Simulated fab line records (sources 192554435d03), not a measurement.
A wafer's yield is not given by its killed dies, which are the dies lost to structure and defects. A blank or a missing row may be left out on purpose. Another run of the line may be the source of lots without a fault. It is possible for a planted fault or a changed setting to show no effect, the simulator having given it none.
fab line records + flow n5_finfet
record:
- lots: 10
- wafers: 30
- last_day: 16
route steps=1938 shown BEOL_M0@723 BEOL_M4@1111 PASSIVATION@1936
lots that met no fault: taken from a fault-free run of the same line
start_h: start of the lot's first displayed wafer, in hours after the record's first day + wait_h: time in hours since the lot's previous step + " identical to the entry in the row above + L1.1+2: a single row standing in for several wafers + - no value, or no start given + * or withheld: withheld + < > ~ a bound
route shown NAME@n: NAME is a module with steps in the file, n the number in the route of the first one + usual: mean/standard deviation of fault-free wafers + same: alike in all rows + chamber/n: place in a boat + sites: readings site by site + _std_site: how widely they spread, as a standard deviation + _edge_site: outer sites' mean less inner sites' + radius_mm: for every site, how far away it sits from the centre of the wafer + mask NAME#n: copy n + behind: tool/chamber where the wafer was last shaped + hold: what put the lot on hold/how long, in hours/how the hold closed + device: which transistor (n, p or np) failed to switch + end of line: at the end of the route, the tests of the same wafers + step lacking rows: just its recipe + killed: at the first sort, the dies lost to defects and structure; wafer yield is something else + map: the dies of a wafer, with x for killed, . for not killed, _ for no die there
set.NAME: the setting as run; set.NAME@STEP: as run at that earlier step + model.NAME: the simulator's own value behind a step, which no gauge read
the route's steps for a sample of lots (tables are steps, rows are wafers)
services: when a tool's chamber went out of use (start_h, in hours from the record's first day, below 0 if earlier), for how many hours, and the reason
== steps ==
step: N5_BEOL_M0_OCD_MEAS_108
usual:
- trench_depth_nm: 32.8/0.59
| lot.wafer | tool   | chamber | start_h | wait_h | trench_depth_nm |
|-----------|--------|---------|---------|--------|-----------------|
| L588.2    | ocd-01 | -       | 114.26  | 0.1    | 31.4            |
| L588.3    | "      | -       | "       | "      | 32.3            |
| L588.5    | "      | -       | "       | "      | 31.8            |
| L589.1    | ocd-02 | -       | 126.73  | 0.1    | 32.2            |
| L589.3    | "      | -       | "       | "      | 32.9            |
| L589.5    | "      | -       | "       | "      | 31.6            |
| L590.1    | ocd-02 | -       | 132.93  | 0.1    | 33.5            |
| L590.4    | "      | -       | "       | "      | 32.6            |
| L590.6    | "      | -       | "       | "      | 32.4            |
| L591.2    | ocd-02 | -       | 133.33  | 0.1    | 33.1            |
| L591.5    | "      | -       | "       | "      | 33.0            |
| L591.6    | "      | -       | "       | "      | 34.1            |
| L593.1    | ocd-02 | -       | 140.40  | 0.1    | 33.2            |
| L593.2    | "      | -       | "       | "      | 32.5            |
| L593.5    | "      | -       | "       | "      | 32.9            |
| L594.2    | ocd-02 | -       | 155.15  | 0.1    | 34.4            |
| L594.3    | "      | -       | "       | "      | 33.0            |
| L594.4    | "      | -       | "       | "      | 32.7            |
| L599.1    | ocd-01 | -       | 182.39  | 0.1    | 33.6            |
| L599.4    | "      | -       | "       | "      | 33.3            |
| L599.5    | "      | -       | "       | "      | 31.9            |
| L606.1    | ocd-02 | -       | 224.28  | 0.1    | 32.3            |
| L606.2    | "      | -       | "       | "      | 32.7            |
| L606.5    | "      | -       | "       | "      | 32.4            |
| L607.4    | ocd-02 | -       | 225.60  | 0.0    | 33.4            |
| L607.5    | "      | -       | "       | "      | 32.8            |
| L607.6    | "      | -       | "       | "      | 33.0            |
| L610.1    | ocd-02 | -       | 251.52  | 0.1    | 32.2            |
| L610.2    | "      | -       | "       | "      | 31.9            |
| L610.6    | "      | -       | "       | "      | 32.8            |
step: N5_BEOL_M0_ANNEAL_117
recipe:
- temp_c: 400
- time_s: 60
- ambient: vacuum
usual:
- heater_power_w: 873/130
- susceptor_temp_C: 399.99/0.23
same:
- time_s: 60
| lot.wafer | tool           | chamber | start_h | wait_h | heater_power_w | susceptor_temp_C |
|-----------|----------------|---------|---------|--------|----------------|------------------|
| L588.2    | pvd_sputter-02 | -       | 116.04  | 0.0    | 807            | 399.66           |
| L588.3    | "              | -       | "       | "      | 1029           | 400.11           |
| L588.5    | "              | -       | "       | "      | 799            | 400.13           |
| L589.1    | pvd_sputter-03 | -       | 127.76  | 0.0    | 882            | 400.33           |
| L589.3    | "              | -       | "       | "      | 769            | 399.73           |
| L589.5    | "              | -       | "       | "      | 806            | 399.90           |
| L590.1    | pvd_sputter-01 | -       | 134.75  | 0.0    | 655            | 399.97           |
| L590.4    | "              | -       | "       | "      | 1064           | 400.07           |
| L590.6    | "              | -       | "       | "      | 834            | 399.96           |
| L591.2    | pvd_sputter-02 | -       | 135.01  | 0.0    | 809            | 400.04           |
| L591.5    | "              | -       | "       | "      | 808            | 400.07           |
| L591.6    | "              | -       | "       | "      | 824            | 399.84           |
| L593.1    | pvd_sputter-02 | -       | 142.67  | 0.0    | 808            | 399.76           |
| L593.2    | "              | -       | "       | "      | 809            | 399.88           |
| L593.5    | "              | -       | "       | "      | 802            | 399.94           |
| L594.2    | pvd_sputter-03 | -       | 156.93  | 0.0    | 976            | 400.68           |
| L594.3    | "              | -       | "       | "      | 810            | 400.06           |
| L594.4    | "              | -       | "       | "      | 772            | 400.14           |
| L599.1    | pvd_sputter-03 | -       | 185.63  | 0.0    | 790            | 399.97           |
| L599.4    | "              | -       | "       | "      | 990            | 399.83           |
| L599.5    | "              | -       | "       | "      | 820            | 399.95           |
| L606.1    | pvd_sputter-03 | -       | 225.38  | 0.0    | 760            | 399.79           |
| L606.2    | "              | -       | "       | "      | 794            | 399.92           |
| L606.5    | "              | -       | "       | "      | 814            | 399.91           |
| L607.4    | pvd_sputter-02 | -       | 226.89  | 0.0    | 1016           | 400.39           |
| L607.5    | "              | -       | "       | "      | 825            | 400.17           |
| L607.6    | "              | -       | "       | "      | 1021           | 400.14           |
| L610.1    | pvd_sputter-01 | -       | 254.01  | 0.0    | 821            | 400.11           |
| L610.2    | "              | -       | "       | "      | 661            | 400.15           |
| L610.6    | "              | -       | "       | "      | 1048           | 400.08           |
step: N5_BEOL_M0_SPUTTER_132
recipe:
- material: Cu
- target_thk_a: 40
- temp_c: -20
- chamber_pressure_pa: 0.07
- power_w: withheld
- time_s: 7.37
usual:
- chamber_pressure_pa: 0.07001/0.00014
- throttle_valve_pct: 30.5/0.86
same:
- time_s: 7.37
| lot.wafer | tool           | chamber | start_h | wait_h | chamber_pressure_pa | throttle_valve_pct |
|-----------|----------------|---------|---------|--------|---------------------|--------------------|
| L588.2    | pvd_sputter-02 | -       | 116.08  | 0.0    | 0.0701              | 31.4               |
| L588.3    | "              | -       | "       | "      | 0.07017             | 30.4               |
| L588.5    | "              | -       | "       | "      | 0.06993             | 29.8               |
| L589.1    | pvd_sputter-03 | -       | 127.80  | 0.0    | 0.07001             | 29.5               |
| L589.3    | "              | -       | "       | "      | 0.06985             | 29.8               |
| L589.5    | "              | -       | "       | "      | 0.0701              | 31.4               |
| L590.1    | pvd_sputter-01 | -       | 134.79  | 0.0    | 0.06999             | 30.1               |
| L590.4    | "              | -       | "       | "      | 0.07004             | 31.4               |
| L590.6    | "              | -       | "       | "      | 0.07001             | 31.7               |
| L591.2    | pvd_sputter-02 | -       | 135.05  | 0.0    | 0.0698              | 31.6               |
| L591.5    | "              | -       | "       | "      | 0.06989             | 31.8               |
| L591.6    | "              | -       | "       | "      | 0.07015             | 29.6               |
| L593.1    | pvd_sputter-02 | -       | 142.71  | 0.0    | 0.06995             | 31.5               |
| L593.2    | "              | -       | "       | "      | 0.07                | 29.1               |
| L593.5    | "              | -       | "       | "      | 0.07001             | 29.7               |
| L594.2    | pvd_sputter-03 | -       | 156.97  | 0.0    | 0.06997             | 29.6               |
| L594.3    | "              | -       | "       | "      | 0.07007             | 31.3               |
| L594.4    | "              | -       | "       | "      | 0.06998             | 29.8               |
| L599.1    | pvd_sputter-03 | -       | 185.67  | 0.0    | 0.07011             | 31.4               |
| L599.4    | "              | -       | "       | "      | 0.07007             | 29.6               |
| L599.5    | "              | -       | "       | "      | 0.06981             | 31.5               |
| L606.1    | pvd_sputter-03 | -       | 225.42  | 0.0    | 0.06991             | 29.5               |
| L606.2    | "              | -       | "       | "      | 0.06991             | 31.3               |
| L606.5    | "              | -       | "       | "      | 0.07012             | 31.4               |
| L607.4    | pvd_sputter-02 | -       | 226.93  | 0.0    | 0.06991             | 29.6               |
| L607.5    | "              | -       | "       | "      | 0.07005             | 31.7               |
| L607.6    | "              | -       | "       | "      | 0.07023             | 29.8               |
| L610.1    | pvd_sputter-01 | -       | 254.05  | 0.0    | 0.06997             | 30.4               |
| L610.2    | "              | -       | "       | "      | 0.07006             | 30.2               |
| L610.6    | "              | -       | "       | "      | 0.07                | 31.2               |
step: N5_BEOL_M0_ANNEAL_135
recipe:
- temp_c: 400
- time_s: 60
- ambient: vacuum
usual:
- heater_power_w: 875/130
- susceptor_temp_C: 399.99/0.22
- time_s: 60/0
| lot.wafer | tool           | chamber | start_h | wait_h | heater_power_w | susceptor_temp_C | time_s |
|-----------|----------------|---------|---------|--------|----------------|------------------|--------|
| L588.2    | pvd_sputter-02 | -       | 116.28  | 0.0    | 799            | 400.23           | 60     |
| L588.3    | "              | -       | "       | "      | 999            | 399.97           | 60     |
| L588.5    | "              | -       | "       | "      | 787            | 399.80           | 60     |
| L589.1    | pvd_sputter-03 | -       | 128.00  | 0.0    | 880            | 399.61           | 60     |
| L589.3    | "              | -       | "       | "      | 783            | 399.97           | 60     |
| L589.5    | "              | -       | "       | "      | 799            | 400.15           | 60     |
| L590.1    | pvd_sputter-01 | -       | 134.99  | 0.0    | 654            | 400.06           | 60     |
| L590.4    | "              | -       | "       | "      | 1070           | 399.82           | 60     |
| L590.6    | "              | -       | "       | "      | 819            | 400.07           | 60     |
| L591.2    | pvd_sputter-02 | -       | 135.25  | 0.0    | 819            | 400.36           | 60     |
| L591.5    | "              | -       | "       | "      | 829            | 399.99           | 60     |
| L591.6    | "              | -       | "       | "      | 802            | 399.80           | 60     |
| L593.1    | pvd_sputter-02 | -       | 142.91  | 0.0    | 817            | 399.60           | 60     |
| L593.2    | "              | -       | "       | "      | 775            | 399.85           | 60     |
| L593.5    | "              | -       | "       | "      | 801            | 399.88           | 60     |
| L594.2    | pvd_sputter-03 | -       | 157.17  | 0.0    | 1026           | 399.94           | 60     |
| L594.3    | "              | -       | "       | "      | 808            | 400.08           | 60     |
| L594.4    | "              | -       | "       | "      | 757            | 400.24           | 60     |
| L599.1    | pvd_sputter-03 | -       | 185.87  | 0.0    | 789            | 399.88           | 60     |
| L599.4    | "              | -       | "       | "      | 1005           | 399.86           | 60     |
| L599.5    | "              | -       | "       | "      | 824            | 400.19           | 60     |
| L606.1    | pvd_sputter-03 | -       | 225.62  | 0.0    | -              | -                | -      |
| L606.2    | "              | -       | "       | "      | -              | -                | -      |
| L606.5    | "              | -       | "       | "      | -              | -                | -      |
| L607.4    | pvd_sputter-02 | -       | 227.13  | 0.0    | -              | -                | -      |
| L607.5    | "              | -       | "       | "      | -              | -                | -      |
| L607.6    | "              | -       | "       | "      | -              | -                | -      |
| L610.1    | pvd_sputter-01 | -       | 254.25  | 0.0    | 841            | 399.85           | 60     |
| L610.2    | "              | -       | "       | "      | 661            | 400.00           | 60     |
| L610.6    | "              | -       | "       | "      | 1077           | 399.97           | 60     |
step: N5_BEOL_M4_RC_MEAS_101
usual:
- DIBL_N: 36.3/1.7
- DIBL_P: 36.5/1.8
- IOFF_N: 0.16/0.033
- IOFF_P: 0.21/0.037
- ION_N: 675/11
- ION_P: 462/7.9
- SS_N: 71.6/0.64
- SS_P: 73.3/0.68
- VT_N: 249/3.3
- VT_P: -250/3.3
| lot.wafer | tool      | chamber | start_h | wait_h | DIBL_N[mV/V] | DIBL_P[mV/V] | IOFF_N[nA/um] | IOFF_P[nA/um] | ION_N[uA/um] | ION_P[uA/um] | SS_N[mV/dec] | SS_P[mV/dec] | VT_N[mV] | VT_P[mV] |
|-----------|-----------|---------|---------|--------|--------------|--------------|---------------|---------------|--------------|--------------|--------------|--------------|----------|----------|
| L588.2    | prober-01 | 0       | 159.47  | 0.2    | 35.4         | 36.0         | 0.14          | 0.19          | 666          | 457          | 71.4         | 73.2         | 253      | -255     |
| L588.3    | "         | 0       | "       | "      | 35.3         | 36.6         | 0.15          | 0.20          | 684          | 469          | 71.6         | 73.9         | 249      | -252     |
| L588.5    | "         | 0       | "       | "      | 34.9         | 36.1         | 0.15          | 0.19          | 678          | 466          | 71.6         | 73.7         | 253      | -252     |
| L590.1    | prober-01 | 0       | 175.39  | 0.0    | 37.0         | 37.9         | 0.16          | 0.23          | 674          | 464          | 71.5         | 73.7         | 249      | -251     |
| L590.4    | "         | 0       | "       | "      | 35.9         | 36.4         | 0.14          | 0.22          | 669          | 461          | 71.1         | 73.5         | 251      | -250     |
| L590.6    | "         | 0       | "       | "      | 36.4         | 36.4         | 0.14          | 0.21          | 675          | 471          | 71.3         | 73.1         | 251      | -250     |
| L589.1    | prober-02 | 0       | 179.55  | 0.0    | 33.6         | 34.1         | 0.14          | 0.21          | 673          | 467          | 71.1         | 73.2         | 248      | -248     |
| L589.3    | "         | 0       | "       | "      | 36.4         | 37.0         | 0.18          | 0.25          | 679          | 468          | 72.3         | 73.4         | 250      | -249     |
| L589.5    | "         | 0       | "       | "      | 35.8         | 36.4         | 0.17          | 0.24          | 676          | 467          | 71.8         | 73.1         | 249      | -246     |
| L591.2    | prober-01 | 0       | 181.49  | 0.2    | 35.7         | 36.1         | 0.15          | 0.18          | 682          | 467          | 71.0         | 73.3         | 251      | -251     |
| L591.5    | "         | 0       | "       | "      | 33.6         | 33.4         | 0.11          | 0.14          | 681          | 462          | 71.0         | 72.8         | 255      | -257     |
| L591.6    | "         | 0       | "       | "      | 36.1         | 36.5         | 0.14          | 0.18          | 677          | 463          | 71.5         | 73.3         | 253      | -253     |
| L593.1    | prober-02 | 0       | 182.85  | 0.0    | 37.3         | 37.5         | 0.18          | 0.23          | 680          | 470          | 71.2         | 72.8         | 247      | -250     |
| L593.2    | "         | 0       | "       | "      | 33.8         | 33.5         | 0.12          | 0.17          | 677          | 471          | 70.7         | 71.7         | 255      | -253     |
| L593.5    | "         | 0       | "       | "      | 35.5         | 36.1         | 0.15          | 0.21          | 683          | 476          | 72.1         | 72.8         | 250      | -250     |
| L594.2    | prober-01 | 0       | 202.29  | 0.2    | 37.3         | 38.4         | 0.18          | 0.24          | 680          | 466          | 72.3         | 72.8         | 247      | -251     |
| L594.3    | "         | 0       | "       | "      | 36.6         | 36.7         | 0.17          | 0.22          | 688          | 459          | 71.7         | 72.8         | 250      | -253     |
| L594.4    | "         | 0       | "       | "      | 37.0         | 37.8         | 0.17          | 0.24          | 676          | 465          | 72.3         | 73.0         | 249      | -248     |
| L599.1    | prober-01 | 0       | 225.25  | 0.0    | 35.8         | 36.3         | 0.16          | 0.20          | 684          | 464          | 71.3         | 72.9         | 249      | -251     |
| L599.4    | "         | 0       | "       | "      | 35.6         | 34.7         | 0.15          | 0.17          | 666          | 450          | 71.1         | 72.7         | 249      | -253     |
| L599.5    | "         | 0       | "       | "      | 34.2         | 33.9         | 0.13          | 0.17          | 657          | 448          | 71.1         | 72.1         | 251      | -253     |
| L607.4    | prober-01 | 0       | 267.91  | 0.5    | 37.3         | 36.6         | 0.16          | 0.23          | 678          | 472          | 71.4         | 72.5         | 254      | -245     |
| L607.5    | "         | 0       | "       | "      | 36.3         | 35.8         | 0.15          | 0.22          | 662          | 460          | 71.4         | 73.4         | 253      | -248     |
| L607.6    | "         | 0       | "       | "      | 37.3         | 36.4         | 0.17          | 0.23          | 667          | 464          | 71.9         | 73.5         | 249      | -247     |
| L606.1    | prober-02 | 0       | 270.29  | 0.0    | 37.0         | 38.3         | 0.22          | 0.22          | 705          | 462          | 72.0         | 73.2         | 243      | -251     |
| L606.2    | "         | 0       | "       | "      | 38.2         | 39.1         | 0.23          | 0.23          | 686          | 456          | 72.5         | 73.7         | 244      | -248     |
| L606.5    | "         | 0       | "       | "      | 37.9         | 38.9         | 0.24          | 0.23          | 683          | 458          | 72.2         | 73.6         | 240      | -250     |
| L610.1    | prober-02 | 0       | 298.18  | 0.0    | 36.2         | 35.1         | 0.14          | 0.17          | 662          | 447          | 71.2         | 73.8         | 253      | -251     |
| L610.2    | "         | 0       | "       | "      | 37.3         | 36.3         | 0.16          | 0.18          | 677          | 458          | 72.1         | 73.9         | 249      | -254     |
| L610.6    | "         | 0       | "       | "      | 37.5         | 37.0         | 0.16          | 0.20          | 673          | 458          | 71.5         | 74.2         | 247      | -253     |
step: N5_PASSIVATION_PROBE_49
usual:
- defect_limited_yield: 91.3/1.5
- killed_at_M0_to_M3: 34/9.4
- killed_at_M4_up: 13/5.3
- killed_at_contacts: 13/5.7
- killed_at_front_end: 40/10
- killed_at_other: 3.7/2.8
- killed_dies: 103/17
- killed_open: 67/13
- killed_short: 35/8.5
- sort_bin_5_function: 5.0/0.98
- sort_bin_6_memory: 3.3/0.7
- sort_n_pass: 1077/17
- sort_yield_pct: 91.3/1.5
same:
- gross_dies: 1180
- killed_at_back_side: 0
- sort_bin_4_leakage[%]: 0
- sort_bin_8_speed[%]: 0
| lot.wafer | tool      | chamber | start_h | wait_h | defect_limited_yield[%] | killed_at_M0_to_M3 | killed_at_M4_up | killed_at_contacts | killed_at_front_end | killed_at_other | killed_dies | killed_open | killed_short | sort_bin_5_function[%] | sort_bin_6_memory[%] | sort_n_pass | sort_yield_pct[%] |
|-----------|-----------|---------|---------|--------|-------------------------|--------------------|-----------------|--------------------|---------------------|-----------------|-------------|-------------|--------------|------------------------|----------------------|-------------|-------------------|
| L599.1    | prober-02 | -       | 331.64  | 0.0    | 90.8                    | 43                 | 23              | 7                  | 34                  | 2               | 109         | 81          | 28           | 5.0                    | 4.2                  | 1071        | 90.8              |
| L599.4    | prober-02 | -       | 331.79  | 0.2    | 91.1                    | 27                 | 30              | 9                  | 34                  | 5               | 105         | 70          | 34           | 6.1                    | 2.6                  | 1075        | 91.1              |
| L599.5    | prober-02 | -       | 331.84  | 0.2    | 90.3                    | 30                 | 14              | 17                 | 51                  | 3               | 115         | 68          | 47           | 6.0                    | 3.3                  | 1065        | 90.3              |
| L610.1    | prober-01 | -       | 392.89  | 0.0    | 89.2                    | 28                 | 11              | 19                 | 65                  | 5               | 128         | 87          | 34           | 5.9                    | 4.1                  | 1052        | 89.2              |
| L610.2    | prober-01 | -       | 392.94  | 0.1    | 91.8                    | 27                 | 13              | 11                 | 43                  | 3               | 97          | 65          | 31           | 4.2                    | 3.5                  | 1083        | 91.8              |
| L610.6    | prober-01 | -       | 393.14  | 0.3    | 92.5                    | 18                 | 3               | 13                 | 51                  | 3               | 88          | 57          | 31           | 5.0                    | 2.4                  | 1092        | 92.5              |
killed by level:class
L599.1 DUMMY_GATE:geometric_particle:open=11 BEOL_M2:geometric_particle:open=11 BEOL_M0_SAQP:geometric_particle:short=10 STI_FIN_REVEAL:geometric_particle:open=9 BEOL_M0_SAQP:geometric_particle:open=6 MOL_CONTACT_COAG:geometric_particle:open=6 BEOL_M4:geometric_particle:open=6 FIN_SAQP:geometric_particle:short=5
L599.4 BEOL_M4:geometric_particle:open=18 BEOL_M2:geometric_particle:open=8 MOL_CONTACT_COAG:geometric_particle:open=7 BEOL_M0_SAQP:geometric_particle:short=7 FIN_SAQP:geometric_particle:short=6 DUMMY_GATE:geometric_particle:open=6 BEOL_M0_SAQP:geometric_particle:open=6 FIN_SAQP:geometric_particle:open=3
L599.5 MOL_CONTACT_COAG:geometric_particle:open=13 FIN_SAQP:geometric_particle:short=12 FIN_SAQP:geometric_particle:open=10 BEOL_M4:geometric_particle:open=7 BEOL_M0_SAQP:geometric_particle:short=6 BEOL_M0_SAQP:geometric_particle:open=6 BEOL_M2:geometric_particle:open=6 STARTING-WAFER:geometric_particle:short=6
L610.1 MOL_CONTACT_COAG:geometric_particle:open=16 STI_FIN_REVEAL:geometric_particle:open=15 BEOL_M1:geometric_particle:open=12 FIN_SAQP:geometric_particle:open=9 FIN_SAQP:geometric_particle:short=8 HKMG_FIN:area_etch=6 GATE_CUT:geometric_particle:short=5 BEOL_M3:geometric_particle:open=5
L610.2 FIN_SAQP:geometric_particle:open=13 BEOL_M3:geometric_particle:open=9 MOL_CONTACT_COAG:geometric_particle:open=8 STI_FIN_REVEAL:geometric_particle:open=7 FIN_SAQP:geometric_particle:short=5 BEOL_M0_SAQP:geometric_particle:open=4 BEOL_M1:geometric_particle:open=4 BEOL_M2:geometric_particle:open=4
L610.6 FIN_SAQP:geometric_particle:open=13 MOL_CONTACT_COAG:geometric_particle:open=11 FIN_SAQP:geometric_particle:short=10 GATE_CUT:geometric_particle:short=6 BEOL_M2:geometric_particle:open=6 BEOL_M3:geometric_particle:open=6 DUMMY_GATE:geometric_particle:open=4 STI_FIN_REVEAL:geometric_particle:open=3
== services ==
| tool           | chamber | start_h | hours | kind   |
|----------------|---------|---------|-------|--------|
| pvd_sputter-03 | -       | 121.68  | 0.6   | repair |
| pvd_sputter-02 | -       | 124.42  | 3.5   | repair |
== key ==
first_sign:
- step: N5_BEOL_M0_ANNEAL_135
- reading: tool_record
- direction: missing
effect none on later readings
met_at N5_BEOL_M0_ANNEAL_135
struck_lots L606,L607
not_acting_at N5_BEOL_M0_OCD_MEAS_108,N5_BEOL_M0_ANNEAL_117,N5_BEOL_M0_SPUTTER_132
onset_between 185.87 225.62
fault:
- kind: skipped_step_whole
- tool: pvd_sputter-02,pvd_sputter-03
- chamber: -
- onset_h: 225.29
- steps: N5_BEOL_M0_ANNEAL_135
- scope: struck_lots_only
